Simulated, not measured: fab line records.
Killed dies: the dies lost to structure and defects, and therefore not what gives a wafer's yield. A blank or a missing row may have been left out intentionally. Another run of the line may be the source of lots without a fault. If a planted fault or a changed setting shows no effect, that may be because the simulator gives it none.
Struck lot and sound lot, side by side	flow n5_finfet	40 out of 1938 route steps
Sound: wafers L409.1, L409.3, L409.5. Struck: wafers L393.5, L393.6. (L393.2 of the same lot was not struck and is left out.) The cause comes at the end.
At each step with rows: each side's tool, then ch and its chambers, then its first start. Under that, the readings that differ: sound wafers	struck wafers	difference of the means	sigmas: that difference in standard deviations of wafers without a fault.
alike: readings whose means differ by less than 2 such deviations, and words and numbers that are the same on both sides. not compared: withheld readings, readings that some wafer has no value for, bounds like >300 that may hide the same value, and numbers for which the record gives no deviation and whose values overlap.
The two part at a step that has a row with sigmas, a row that says differs or no value, or rows on one side only. Numbers that don't overlap but have no deviation are shown without sigmas and don't part them. A reading that every wafer of one side lacks parts them only if that side has two wafers or more.

first, 9 steps without rows for these wafers: N5_MOL_CONTACT_COAG_PRE_CLEAN_121; N5_MOL_CONTACT_COAG_CVD_140 (deposits W, target thk 66.5 nm, time 215 s); N5_MOL_CONTACT_COAG_PRECLEAN_127 (cleans in DIW, time 57.5 s); N5_MOL_CONTACT_COAG_SRD_128 (dry time 32 s); N5_MOL_CONTACT_COAG_CMP_52 (polishes, stops on SiO2, t overpolish 1.5 s, target thk 66.5 nm); N5_MOL_CONTACT_COAG_ANNEAL_112 (time 1800 s); N5_BEOL_M0_SAQP_PECVD_00 (deposits SiCN from 3MS/NH3, target thk 8 nm, time 14 s); N5_BEOL_M0_SAQP_ILD_DEP_01 (deposits SiOC from DEMS/O2, target thk 45.419 nm, time 8.7 s); N5_BEOL_M0_SAQP_HM_DEP_02 (deposits TiN, target thk 12 nm).
N5_BEOL_M0_SAQP_PECVD_03: deposits SiCN from 3MS/NH3, target thk 12 nm, time 21.1 s.
  sound on pecvd-01 ch 0,1, day 11 00:35; struck on pecvd-04 ch 0,2, day 7 03:29
reading	sound	struck	difference	sigmas
run_length_s (s)	51.4 52.3 51.5	50.1 50.4	-1.5	-2
model.SiCN_of_BEOL_M0_SAQP_PECVD_03.thk_nm (nm)	12 11.8 12	11.4 11.4	-0.5	
  alike: chamber_pressure_Torr, showerhead_plenum_p_Torr, throttle_valve_pct
then, 25 steps without rows for these wafers: N5_BEOL_M0_SAQP_PECVD_96 (deposits a-Si from SiH4/He, target thk 45 nm, time 45.2 s); N5_BEOL_M0_SAQP_PECVD_97 (deposits SiNx from SiH4/NH3/N2, target thk 23 nm, time 19.9 s); N5_BEOL_M0_SAQP_PECVD_04 (deposits a-Si from SiH4/He, target thk 60 nm, time 60.2 s); N5_BEOL_M0_SAQP_HM_DEP_111 (deposits SiO2 from SiH4/N2O, target thk 12 nm, time 7.2 s); N5_BEOL_M0_SAQP_COAT_81 (time 60 s, resist thk 100 nm); N5_BEOL_M0_SAQP_COAT_82 (time 60 s, resist thk 30 nm); N5_BEOL_M0_SAQP_COAT_08 (resist thk 90 nm); N5_BEOL_M0_SAQP_EBR_10; N5_BEOL_M0_SAQP_SOFTBAKE_09 (time 60 s); N5_BEOL_M0_SAQP_EXPOSE_11 (exposes mask M0 CORE, target cd 42 nm); N5_BEOL_M0_SAQP_PEB_12 (peb time 60 s); N5_BEOL_M0_SAQP_DEVELOP_13 (develop time 30 s); N5_BEOL_M0_SAQP_DESCUM_19 (chemistry O2, time 7.9 s); N5_BEOL_M0_SAQP_ETCH_83 (etches SiARC in CF4, target depth 39 nm, time 65 s); N5_BEOL_M0_SAQP_ETCH_84 (etches SOC in N2/H2, target depth 100 nm, overetch 20 nm, time 150 s); N5_BEOL_M0_SAQP_STRIP_80 (strips in N2/H2); N5_BEOL_M0_SAQP_HM_OPEN_112 (chemistry CHF3/O2, target SiO2, stops on a-Si, target depth 12 nm, time 13.5 s); N5_BEOL_M0_SAQP_STRIP_113 (strips in CHF3/O2); N5_BEOL_M0_SAQP_MANDREL_ETCH_20 (etches a-Si in HBr/Cl2, stops on SiNx, target depth 60 nm, bt time 10 s, time 30 s); N5_BEOL_M0_SAQP_STRIP_86 (strips in N2/H2); N5_BEOL_M0_SAQP_STRIP_115 (strips in post etch residue remover, time 60 s); N5_BEOL_M0_SAQP_SRD_93 (time 30 s); N5_BEOL_M0_SAQP_RECESS_114 (chemistry HF/NH3, target SiO2, target depth 14.4 nm, afs cycles 3, sublimation time 60 s); N5_BEOL_M0_SAQP_SPACER1_ALD_98 (deposits SiO2, target thk 12.8 nm, pulse time 1 s, purge time 2 s); N5_BEOL_M0_SAQP_SPACER1_ETCHBACK_99 (etches SiO2 in CHF3/O2, target depth 15.4 nm, time 7.7 s).
N5_BEOL_M0_SAQP_RECESS_109: chemistry HF/NH3, target SiO2, target depth 3 nm, afs cycles 1, sublimation time 60 s.
  sound on vapor_etch-02 ch 0, day 11 03:48; struck on vapor_etch-01 ch 0,1, day 7 07:02
reading	sound	struck	difference	sigmas
model.SiCN_of_BEOL_M0_SAQP_PECVD_03.thk_nm (nm)	8.8 8.2 8.6	8 8	-1	
  alike: drypump_motor_current_A, temp_c
N5_BEOL_M0_ETCH_138: etches SiCN in CH3F/O2, target depth 12 nm, time 31.6 s.
  sound on rie_diel-02 ch 0,1, day 11 07:47; struck on rie_diel-01 ch 0,3, day 7 10:40
reading	sound	struck	difference	sigmas
etch_rf_on_time_s (s)	30.1 28.2 29.3	27.4 26.9	-2.1	-3
model.etch.depth_nm (nm)	8.705 8.194 8.575	7.916 8.002	-0.532	
  alike: chamber_pressure_mTorr, drypump_motor_current_A, oes_product_au, rf_vpp_V, showerhead_plenum_p_Torr, throttle_valve_pct
  not compared: rf_hours_counter_h
N5_BEOL_M0_HM_OPEN_105: chemistry Cl2/BCl3, target TiN, target depth 12 nm.
  sound on rie_metal-01 ch 0,1, day 11 09:16; struck on rie_metal-03 ch 0,1, day 7 13:39
reading	sound	struck	difference	sigmas
throttle_valve_pct (%)	21.79 21.45 21.48	22.03 21.97	+0.43	+2
  alike: chamber_pressure_mTorr, drypump_motor_current_A, oes_product_au
  not compared: rf_hours_counter_h, model.SiO2_of_BEOL_M0_SAQP_SPACER2_ALD_26.thk_nm
N5_BEOL_M0_ETCH_128: etches SiCN in CF4/N2, target depth 12 nm, overetch 5.1 nm, time 21.4 s.
  sound on rie_diel-01 ch 2,3, day 11 09:57; struck on rie_diel-02 ch 2,3, day 7 14:33
reading	sound	struck	difference	sigmas
model.etch.depth_nm (nm)	8.705 8.194 8.575	7.916 8.002	-0.532	
  alike: chamber_pressure_mTorr, drypump_motor_current_A, oes_product_au, rf_vpp_V, showerhead_plenum_p_Torr, throttle_valve_pct
  not compared: rf_hours_counter_h
-- a jump in the record: the struck wafers' starts before and after are 3 days apart (it breaks off in module BEOL_M0 and resumes in module BEOL_M4, where the first step shown is number 1111 of the route) --
N5_BEOL_M4_RC_MEAS_101:
  sound on prober-01 ch 0, day 14 04:18; struck on prober-01 ch 0, day 10 13:51
  alike: DIBL_N, DIBL_P, IOFF_N, IOFF_P, ION_N, ION_P, SS_N, SS_P, VT_N, VT_P

== WHERE THEY PART ==
Last at N5_BEOL_M0_HM_OPEN_105 as far as this record goes, first at N5_BEOL_M0_SAQP_PECVD_03. Later steps at which nothing parts them and some readings are alike: N5_BEOL_M0_ETCH_128, N5_BEOL_M4_RC_MEAS_101.

WHY: the cause the simulator had injected
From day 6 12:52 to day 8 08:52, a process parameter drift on pecvd-04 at N5_BEOL_M0_SAQP_PECVD_03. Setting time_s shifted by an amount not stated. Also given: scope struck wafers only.
